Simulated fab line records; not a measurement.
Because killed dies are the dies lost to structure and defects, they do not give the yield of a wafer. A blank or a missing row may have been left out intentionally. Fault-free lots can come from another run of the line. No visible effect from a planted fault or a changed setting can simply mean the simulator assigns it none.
Matching of chambers + flow n5 finfet + 4 sister chambers for N5_ILD0_CMP_12 on cmp-03
The step polishes SiNx, stops on poly-Si, t overpolish 6 s, target thk 17.67 nm. 16 wafers are shown with their chamber, then 8 later ones without.

## WAFERS, EACH WITH ITS CHAMBER
| wafer  | chamber | motor current A (A) | time to endpoint s (s) | retaining ring pressure frac |
|--------|---------|---------------------|------------------------|------------------------------|
| L074.1 | 1       | 8.0                 | 26                     | 0.996                        |
| L074.4 | 0       | 9.8                 | 21                     | 0.999                        |
| L074.6 | 1       | 7.3                 | 28                     | 0.997                        |
| L075.2 | 0       | 9.8                 | 27                     | 1.001                        |
| L075.3 | 3       | 9.5                 | 32                     | 0.992                        |
| L075.6 | 2       | 11.0                | 32                     | 1.001                        |
| L079.1 | 3       | 9.5                 | 30                     | 1.001                        |
| L079.5 | 0       | 9.7                 | 23                     | 1.003                        |
| L079.6 | 1       | 7.7                 | 25                     | 1.001                        |
| L084.3 | 1       | 7.5                 | 27                     | 0.998                        |
| L084.4 | 2       | 11.3                | 30                     | 1.001                        |
| L084.6 | 3       | 9.5                 | 30                     | 1.002                        |
| L088.1 | 2       | 11.0                | 29                     | 1.000                        |
| L088.4 | 3       | 9.0                 | 31                     | 0.998                        |
| L088.5 | 3       | 9.7                 | 30                     | 0.993                        |
| L089.1 | 2       | 11.0                | 28                     | 1.003                        |

SIGNATURES (means of the wafers above)
| reading                      | chamber 0 | chamber 1 | chamber 2 | chamber 3 | scatter within a chamber |
|------------------------------|-----------|-----------|-----------|-----------|--------------------------|
| motor current A              | 9.767     | 7.625     | 11.075    | 9.440     | 0.226                    |
| time to endpoint s           | 23.67     | 26.50     | 29.75     | 30.60     | 1.72                     |
| retaining ring pressure frac | 1.00100   | 0.99800   | 1.00125   | 0.99720   | 0.00302                  |
Rule: distance of a wafer from a chamber = root of the sum over the readings of ((wafer's reading minus chamber's mean) / reading's scatter) squared. The wafer belongs to the nearest chamber; if the next one is less than 2 further off, it can't be placed. How the scatter is found: for the shown wafers, subtract from each reading the mean of its chamber, square and add these, divide the total by (wafers less chambers), then take the root.

## WAFERS MISSING THEIR CHAMBER
| wafer  | motor current A (A) | time to endpoint s (s) | retaining ring pressure frac |
|--------|---------------------|------------------------|------------------------------|
| L089.4 | 9.2                 | 29                     | 1.003                        |
| L089.6 | 9.7                 | 32                     | 1.010                        |
| L091.2 | 7.4                 | 31                     | 0.999                        |
| L091.3 | 9.6                 | 26                     | 1.008                        |
| L091.5 | 9.6                 | 31                     | 0.997                        |
| L092.1 | 7.9                 | 28                     | 0.996                        |
| L092.2 | 9.3                 | 32                     | 1.004                        |
| L092.5 | 7.9                 | 29                     | 0.996                        |

## EACH ONE'S CHAMBER
| wafer  | from the rows above     | in truth |
|--------|-------------------------|----------|
| L089.4 | can't be placed: 3 or 0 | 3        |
| L089.6 | can't be placed: 3 or 0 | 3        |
| L091.2 | 1                       | 1        |
| L091.3 | can't be placed: 0 or 3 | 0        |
| L091.5 | 3                       | 3        |
| L092.1 | 1                       | 1        |
| L092.2 | 3                       | 3        |
| L092.5 | 1                       | 1        |
Correct placement for 5 of the 8. Not placeable from these rows: 3 (in 3, the candidates include the true chamber). Number placed wrongly: 0.
